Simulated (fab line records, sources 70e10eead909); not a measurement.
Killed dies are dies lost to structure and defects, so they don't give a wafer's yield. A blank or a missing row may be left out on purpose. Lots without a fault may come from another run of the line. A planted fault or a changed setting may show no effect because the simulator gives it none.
Which tool did it? | flow nand_harc | 15 lots, 45 wafers sampled, at 5 steps of a route of 1302

WHAT THE GAUGES READ, wafer by wafer
NHARC_A_START_INSPECT_01.
lot  | measured     | on                | raw_defect_count
L951 | day 7 03:01  | defect_inspect-01 | 2 2 7
L952 | day 7 13:04  | defect_inspect-01 | 5 1 6
L953 | day 7 13:23  | defect_inspect-02 | 2 4 2
L956 | day 8 14:07  | defect_inspect-02 | 1 2 4
L959 | day 10 05:17 | defect_inspect-02 | 5 2 1
L960 | day 10 09:52 | defect_inspect-01 | 5 5 3
L961 | day 11 02:25 | defect_inspect-02 | 6 4 2
L963 | day 12 00:47 | defect_inspect-01 | 3 0 4
L966 | day 12 22:16 | defect_inspect-01 | 4 3 2
L968 | day 14 01:40 | defect_inspect-01 | 3 2 3
L970 | day 14 17:28 | defect_inspect-01 | 5 3 1
L971 | day 14 23:29 | defect_inspect-02 | 4 2 2
L972 | day 15 14:57 | defect_inspect-02 | 6 3 7
L973 | day 16 06:27 | defect_inspect-01 | 3 4 3
L974 | day 16 14:02 | defect_inspect-02 | 3 2 5

NHARC_A_ONON_D1_THK_MEAS_11: measures by ellipsometry.
lot  | measured     | on            | thk_nm (nm)
L951 | day 8 03:28  | film_metro-01 | 1002 1002 1003
L952 | day 8 13:52  | film_metro-02 | 983 984 984
L953 | day 8 13:50  | film_metro-01 | 996 995 997
L956 | day 9 15:49  | film_metro-02 | 1003 1003 1003
L959 | day 11 05:05 | film_metro-01 | 1061 998 998
L960 | day 11 11:05 | film_metro-02 | 1065 1000 1000
L961 | day 12 04:58 | film_metro-01 | 1071 1071 1005
L963 | day 13 02:24 | film_metro-02 | 981 983 981
L966 | day 13 21:47 | film_metro-02 | 993 993 993
L968 | day 15 03:21 | film_metro-01 | 979 979 977
L970 | day 15 18:17 | film_metro-02 | 1000 997 998
L971 | day 16 01:57 | film_metro-02 | 982 981 982
L972 | day 16 16:20 | film_metro-01 | 985 985 985
L973 | day 17 06:59 | film_metro-02 | 990 991 992
L974 | day 17 15:42 | film_metro-02 | 1008 1010 1010

WHICH TOOL RAN EACH LOT (tool, then ch and the chambers of the sampled wafers, then the start)
lot  | NHARC_P_BONDPAD_PRE_CLEAN_26            | NHARC_P_BONDPAD_ANNEAL_28        | NHARC_A_ONON_D1_DEP_09
L951 | pvd_sputter-02, day 7 01:42 or earlier  | rtp_anneal-02 ch 0, day 7 01:42  | pecvd_onon-01 ch 0, day 8 03:01
L952 | pvd_sputter-03, day 7 11:43 or earlier  | rtp_anneal-01 ch 0, day 7 11:43  | pecvd_onon-01 ch 0, day 8 13:21
L953 | pvd_sputter-02, day 7 12:02 or earlier  | rtp_anneal-02 ch 0, day 7 12:02  | pecvd_onon-02 ch 0, day 8 13:19
L956 | pvd_sputter-01, day 8 12:47 or earlier  | rtp_anneal-01 ch 0, day 8 12:47  | pecvd_onon-02 ch 0, day 9 15:20
L959 | pvd_sputter-01, day 10 03:58 or earlier | rtp_anneal-02 ch 0, day 10 03:58 | pecvd_onon-03 ch 0, day 11 04:38
L960 | pvd_sputter-03, day 10 08:31 or earlier | rtp_anneal-01 ch 0, day 10 08:31 | pecvd_onon-03 ch 0, day 11 10:35
L961 | pvd_sputter-01, day 11 01:04 or earlier | rtp_anneal-02 ch 0, day 11 01:04 | pecvd_onon-03 ch 0, day 12 04:28
L963 | pvd_sputter-02, day 11 23:28 or earlier | rtp_anneal-01 ch 0, day 11 23:28 | pecvd_onon-02 ch 0, day 13 01:53
L966 | pvd_sputter-03, day 12 20:56 or earlier | rtp_anneal-01 ch 0, day 12 20:56 | pecvd_onon-02 ch 0, day 13 21:17
L968 | pvd_sputter-03, day 14 00:21 or earlier | rtp_anneal-02 ch 0, day 14 00:21 | pecvd_onon-03 ch 0, day 15 02:54
L970 | pvd_sputter-02, day 14 16:06 or earlier | rtp_anneal-02 ch 0, day 14 16:06 | pecvd_onon-03 ch 0, day 15 17:46
L971 | pvd_sputter-02, day 14 22:06 or earlier | rtp_anneal-02 ch 0, day 14 22:06 | pecvd_onon-01 ch 0, day 16 01:25
L972 | pvd_sputter-01, day 15 13:36 or earlier | rtp_anneal-02 ch 0, day 15 13:36 | pecvd_onon-03 ch 0, day 16 15:49
L973 | pvd_sputter-02, day 16 05:02 or earlier | rtp_anneal-01 ch 0, day 16 05:02 | pecvd_onon-02 ch 0, day 17 06:31
L974 | pvd_sputter-01, day 16 12:47 or earlier | rtp_anneal-02 ch 0, day 16 12:47 | pecvd_onon-02 ch 0, day 17 15:18
- NHARC_P_BONDPAD_PRE_CLEAN_26: time 30 s.
- NHARC_P_BONDPAD_ANNEAL_28: time 90 s.
- NHARC_A_ONON_D1_DEP_09: target thk 1000 nm.

WHAT THE TOOLS THEMSELVES READ (means of the sampled wafers that have a number; where no wafer has one, the mark that the record gives instead)
NHARC_P_BONDPAD_PRE_CLEAN_26.
lot  | tool           | heater_power_w (W)
L951 | pvd_sputter-02 | 413
L952 | pvd_sputter-03 | 449
L953 | pvd_sputter-02 | 413
L956 | pvd_sputter-01 | 365
L959 | pvd_sputter-01 | 348
L960 | pvd_sputter-03 | 381
L961 | pvd_sputter-01 | 367
L963 | pvd_sputter-02 | 417
L966 | pvd_sputter-03 | 456
L968 | pvd_sputter-03 | 396
L970 | pvd_sputter-02 | 415
L971 | pvd_sputter-02 | 405
L972 | pvd_sputter-01 | 400
L973 | pvd_sputter-02 | 395
L974 | pvd_sputter-01 | 404

NHARC_P_BONDPAD_ANNEAL_28.
lot  | tool          | anneal_temp_c (C) | wafer_temp_C_max
L951 | rtp_anneal-02 | 224.85            | 226.6
L952 | rtp_anneal-01 | 224.93            | 225.9
L953 | rtp_anneal-02 | 224.91            | 226.7
L956 | rtp_anneal-01 | 225.05            | 225.7
L959 | rtp_anneal-02 | 225.15            | 226.7
L960 | rtp_anneal-01 | 225.15            | 225.9
L961 | rtp_anneal-02 | 225.08            | 226.6
L963 | rtp_anneal-01 | 225.12            | 226.1
L966 | rtp_anneal-01 | 224.83            | 226.1
L968 | rtp_anneal-02 | 225.16            | 226.6
L970 | rtp_anneal-02 | 225.12            | 226.7
L971 | rtp_anneal-02 | 224.96            | 227.1
L972 | rtp_anneal-02 | 224.85            | 226.5
L973 | rtp_anneal-01 | 224.97            | 226.0
L974 | rtp_anneal-02 | 225.04            | 226.4

THE ANSWER, worked out from the rows above alone
Rule: what is usual is taken from the lots themselves. Put in order of their means at a reading, lots are off if they are a third of the lots or fewer, leave a main group of 4 or more, and stand apart from it by a gap of 3 or more times the standard deviation of the main group's means; of several such gaps the widest counts. A main group whose means are all the same, to the digits that the tables above print for the reading, isn't used. A lot without any number at a reading at which 4 lots or more have one is off too. The other lots that the step has rows for count as sound. The gauges are gone through in route order, then the tools' own readings, and for those a lot's mean is taken as printed above. The first step at which some lot is off is used, and at that step the reading that is off furthest; a lot without a number counts as furthest.
No lot is off at any reading shown: from this, nothing can be told.

WHAT THE SIMULATOR HAD PUT IN
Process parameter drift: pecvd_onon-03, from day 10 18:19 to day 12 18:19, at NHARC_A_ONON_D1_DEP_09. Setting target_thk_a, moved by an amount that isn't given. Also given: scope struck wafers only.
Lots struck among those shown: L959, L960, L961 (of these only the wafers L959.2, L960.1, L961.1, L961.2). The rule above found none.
